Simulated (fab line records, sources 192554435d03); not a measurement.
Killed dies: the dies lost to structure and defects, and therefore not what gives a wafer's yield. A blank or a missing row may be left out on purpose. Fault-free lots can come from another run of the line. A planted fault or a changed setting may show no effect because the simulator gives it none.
The same fault as seen by 3 desks || flow n5Finfet || only its own numbers are on each desk; what lay behind them is given at the end

## FOR THE TOOL OWNER'S DESK: aldSin-02
The tool's own readings at N5_GATE_CUT_ALD_22 (deposits SiNx, target thk 16 nm, pulse time 1 s, ald cycles 320): means of the sampled wafers that have a number, for each lot that ran on this tool. The brackets show how far a lot's mean lies from the usual mean; more than 4 standard deviations puts the lot out of limits, marked OUT.
Columns: A = heaterPowerW at N5_GATE_CUT_ALD_22, usual 894 W; B = precursorPulseHeightRel at N5_GATE_CUT_ALD_22, usual 0.999
{"lot": "L108", "first seen here": "day 4 21:13", "A": 952, "B": 0.982}
{"lot": "L109", "first seen here": "day 5 02:25", "A": 867, "B": 1.012}
{"lot": "L111", "first seen here": "day 5 17:49", "A": 884, "B": 1.005}
{"lot": "L118", "first seen here": "day 7 08:07", "A": 915, "B": 1.004}
{"lot": "L119", "first seen here": "day 7 14:01", "A": 943, "B": 1.014}
{"lot": "L130", "first seen here": "day 10 14:38", "A": 935, "B": 0.986}
Finding of this desk: none of the 6 lots has anything out of limits.

## FROM THE METROLOGY DESK
What the gauges read, lot by lot, whatever tool the lot ran on: means of the sampled wafers that have a number. The brackets show how far a lot's mean lies from the usual mean; more than 4 standard deviations puts the lot out of limits, marked OUT. Of its 11 readings 7 are shown: those that lie furthest out on some lot.
Columns: A = DIBL_N at N5_BEOL_M4_RC_MEAS_101, usual 36.0 mV/V; B = DIBL_P at N5_BEOL_M4_RC_MEAS_101, usual 36.0 mV/V; C = IOFF_N at N5_BEOL_M4_RC_MEAS_101, usual 0.155 nA/um; D = IOFF_P at N5_BEOL_M4_RC_MEAS_101, usual 0.20 nA/um; E = SS_N at N5_BEOL_M4_RC_MEAS_101, usual 71.5 mV/dec; F = SS_P at N5_BEOL_M4_RC_MEAS_101, usual 73.2 mV/dec; G = VT_N at N5_BEOL_M4_RC_MEAS_101, usual 250.4 mV
{"lot": "L108", "first seen here": "day 4 23:00", "A": 35.1, "B": 34.1, "C": 0.118, "D": 0.18, "E": 71.1, "F": 73.0, "G": 254.7}
{"lot": "L109", "first seen here": "day 5 04:12", "A": 35.5, "B": 35.3, "C": 0.158, "D": 0.22, "E": 71.8, "F": 72.7, "G": 247.5}
{"lot": "L111", "first seen here": "day 5 19:36", "A": 35.5, "B": 34.7, "C": 0.134, "D": 0.20, "E": 71.4, "F": 73.0, "G": 251.8}
{"lot": "L112", "first seen here": "day 6 07:50", "A": 40.5, "B": 40.1, "C": 0.216, "D": 0.27, "E": 72.5, "F": 74.4, "G": 247.4}
{"lot": "L115", "first seen here": "day 6 16:28", "A": 37.0, "B": 36.6, "C": 0.160, "D": 0.20, "E": 71.3, "F": 73.0, "G": 249.6}
{"lot": "L118", "first seen here": "day 7 09:53", "A": 36.0, "B": 35.2, "C": 0.151, "D": 0.20, "E": 71.7, "F": 72.8, "G": 252.0}
{"lot": "L119", "first seen here": "day 7 15:48", "A": 35.8, "B": 35.8, "C": 0.160, "D": 0.20, "E": 71.8, "F": 73.3, "G": 248.1}
{"lot": "L120", "first seen here": "day 7 19:33", "A": 35.8, "B": 35.6, "C": 0.170, "D": 0.20, "E": 71.8, "F": 73.6, "G": 248.4}
{"lot": "L125", "first seen here": "day 9 02:55", "A": 37.3, "B": 38.8, "C": 0.187, "D": 0.25, "E": 71.7, "F": 74.2, "G": 246.8}
{"lot": "L130", "first seen here": "day 10 16:25", "A": 37.1, "B": 35.7, "C": 0.166, "D": 0.22, "E": 71.4, "F": 73.5, "G": 249.6}
Finding of this desk: none of the 10 lots has anything out of limits.

## THE DEFECT DESK
Lot by lot, what the route's inspections counted, given as the mean of those sampled wafers with a number. The brackets show how far a lot's mean lies from the usual mean; more than 4 standard deviations puts the lot out of limits, marked OUT.
Columns: A = rawDefectCount at N5_GATE_CUT_INSPECT_26, usual 39
{"lot": "L108", "first seen here": "day 4 23:44", "A": 39}
{"lot": "L109", "first seen here": "day 5 04:57", "A": 40}
{"lot": "L111", "first seen here": "day 5 20:20", "A": 29}
{"lot": "L112", "first seen here": "day 6 08:34", "A": 36}
{"lot": "L115", "first seen here": "day 6 17:12", "A": 41}
{"lot": "L118", "first seen here": "day 7 10:38", "A": 44}
{"lot": "L119", "first seen here": "day 7 16:32", "A": 51}
{"lot": "L120", "first seen here": "day 7 20:17", "A": 30}
{"lot": "L125", "first seen here": "day 9 03:48", "A": 15}
{"lot": "L130", "first seen here": "day 10 17:09", "A": 36}
Finding of this desk: none of the 10 lots has anything out of limits.

## TAKEN TOGETHER
The desk of the tool owner found nothing out of limits.
Metrology desk: nothing out of limits seen.
Nothing out of limits was seen by the defect desk.

## WHAT HAD BEEN PUT IN BY THE SIMULATOR
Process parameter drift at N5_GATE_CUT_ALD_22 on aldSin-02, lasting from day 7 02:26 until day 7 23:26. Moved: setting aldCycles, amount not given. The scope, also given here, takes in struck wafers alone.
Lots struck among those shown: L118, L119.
